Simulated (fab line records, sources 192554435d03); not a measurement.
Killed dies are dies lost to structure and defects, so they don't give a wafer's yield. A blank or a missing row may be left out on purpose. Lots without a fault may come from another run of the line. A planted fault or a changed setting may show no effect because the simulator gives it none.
Chamber matching | flow n5_finfet | N5_BEOL_M9_ALD_74 on ald_metal-03: 4 sister chambers
The step deposits TaN, target thk 2 nm, pulse time 2 s, purge time 3 s. 8 wafers are shown with their chamber, then 9 later ones without.

WAFERS WITH THEIR CHAMBER
wafer  | chamber | heater_power_outer_w (W) | heater_power_w (W)
L087.1 | 0       | 240                      | 435
L087.2 | 1       | 236                      | 434
L087.6 | 1       | 242                      | 440
L089.3 | 3       | 214                      | 417
L089.5 | 2       | 186                      | 359
L092.2 | 2       | 181                      | 359
L092.3 | 0       | 236                      | 435
L092.5 | 3       | 208                      | 409

WAFERS WITHOUT THEIR CHAMBER
wafer  | heater_power_outer_w (W) | heater_power_w (W)
L091.2 | 188                      | 371
L091.4 | 216                      | 416
L091.6 | 185                      | 362
L093.1 | 241                      | 437
L093.4 | 240                      | 441
L093.6 | 184                      | 374
L096.3 | 184                      | 367
L096.4 | 217                      | 408
L096.5 | 242                      | 436

WHICH CHAMBER EACH WENT THROUGH
wafer  | from the rows above     | in truth
L091.2 | 2                       | 2
L091.4 | 3                       | 3
L091.6 | 2                       | 2
L093.1 | can't be placed: 1 or 0 | 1
L093.4 | can't be placed: 1 or 0 | 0
L093.6 | 2                       | 2
L096.3 | 2                       | 2
L096.4 | 3                       | 3
L096.5 | can't be placed: 1 or 0 | 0
Placed correctly: 6 of 9. Can't be placed from these rows: 3 (the true chamber is among the candidates in 3). Placed wrongly: 0.
How it was worked out, from the rows above alone: a wafer's distance from a chamber is the root of the sum, over the readings, of the square of ((its reading less the chamber's mean) divided by the reading's scatter). The wafer belongs to the nearest chamber; if the next one is less than 2 further off, it can't be placed. A chamber's mean is the mean of its shown wafers. The scatter: the root of (the sum of the squares of (reading less its chamber's mean) over the shown wafers, divided by (wafers less chambers)).
